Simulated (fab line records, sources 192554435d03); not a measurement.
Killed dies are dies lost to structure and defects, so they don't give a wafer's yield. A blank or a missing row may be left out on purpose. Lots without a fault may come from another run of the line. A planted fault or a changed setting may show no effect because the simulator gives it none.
Problem report in the 8D (eight disciplines) form, filled by code | flow n5_finfet | the parts of the form that need people (team, actions taken, sign-off) are left out

1. THE PROBLEM
killed_at_front_end at N5_PASSIVATION_PROBE_49 reads a mean of 149 on 2 wafers of 2 lots; wafers without a fault read 42 with a standard deviation of 13. That is +8.2 standard deviations from the usual mean.
First seen on wafer L565.2, day 16 12:04, on prober-02. The record holds 8 wafers of 4 lots with a number at this step. Rule for "out", or "out of limits": more than 4 standard deviations from the usual mean. The other wafers with a number count as sound.

2. WHAT IT IS AND WHAT IT IS NOT
question                    | is                                                                                                       | is not
which readings at this step | killed_at_front_end, defect_limited_yield, killed_dies, sort_bin_5_function, sort_n_pass, sort_yield_pct | killed_at_M0_to_M3, killed_at_M4_up, killed_at_contacts, killed_at_other, killed_open, killed_short, sort_bin_4_leakage
which lots                  | L565, L567                                                                                               | L551, L559
which wafers of those lots  | all that have a number                                                                                   | -
read on which tools         | prober-01, prober-02                                                                                     | -
when                        | from day 16 12:04                                                                                        | up to then (6 sound wafers)

3. SUSPECTS, AND WHAT RULES EACH OUT
Counting: a tool at a process step up to the reading stays a suspect if it ran every lot that is out and no sound lot after the first of them.
- plasma_asher-01 at N5_HKMG_FIN_STRIP_19 (strips in N2/H2, time 360 s): kept. It ran every lot that is out, first L565 (day 8 10:43), and no sound lot after that; its last sound lot up to then is L551 (day 4 22:54).
- plasma_asher-01 at N5_HKMG_FIN_STRIP_88 (strips in N2/H2, time 360 s): kept. It ran every lot that is out, first L565 (day 8 11:55), and no sound lot after that; its last sound lot up to then is L559 (day 6 22:11).
- rie_metal-03 at N5_GATE_CUT_VAPOR_ETCH_60 (etches HfO2 in BCl3/Cl2): kept. It ran every lot that is out, first L565 (day 8 15:03), and no sound lot after that.
Left after counting: plasma_asher-01 at N5_HKMG_FIN_STRIP_19, plasma_asher-01 at N5_HKMG_FIN_STRIP_88, rie_metal-03 at N5_GATE_CUT_VAPOR_ETCH_60.

4. THE CAUSE (what the simulator had put in)
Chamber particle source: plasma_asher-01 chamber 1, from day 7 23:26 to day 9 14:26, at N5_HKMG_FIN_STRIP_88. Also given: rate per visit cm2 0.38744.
Counting left 3 suspects, and this tool is among them.

5. THE CHAIN OF EFFECTS, in route order
Each row: a reading whose mean over the struck wafers that have a number lies more than 3 standard deviations from the usual. Only readings for which the record gives a usual standard deviation are gone through. hours: the time from each lot's start at the first step in this table that gives one to its start at this step, as a median over the lots. sigmas: the change in usual standard deviations.
hours | step                    | reading              | usual  | on struck wafers | change | sigmas
0     | N5_PASSIVATION_PROBE_49 | defect_limited_yield | 91.2 % | 83.0             | -8.2   | -5.9
0     | N5_PASSIVATION_PROBE_49 | killed_at_front_end  | 42     | 149              | +107   | +8.2
0     | N5_PASSIVATION_PROBE_49 | killed_dies          | 104    | 200              | +96    | +5.7
0     | N5_PASSIVATION_PROBE_49 | sort_bin_5_function  | 5.2 %  | 10.8             | +5.6   | +6.0
0     | N5_PASSIVATION_PROBE_49 | sort_n_pass          | 1075   | 980              | -96    | -6.0
0     | N5_PASSIVATION_PROBE_49 | sort_yield_pct       | 91.1 % | 83.0             | -8.1   | -5.8
The process steps in it:
- N5_PASSIVATION_PROBE_49

6. WHAT WOULD HAVE CAUGHT IT SOONER
In this record the first reading out of limits was taken at day 16 12:04, 205 hours after the fault began at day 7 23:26.
Of the tool readings at N5_HKMG_FIN_STRIP_88 for which the record gives a usual standard deviation, none was out on any struck wafer, so an alarm limit of 4 standard deviations on them would not have fired.
All the lots that are out (2) had begun N5_HKMG_FIN_STRIP_88 on plasma_asher-01 by day 16 12:04. A hold on the tool at that time would have spared none of them.
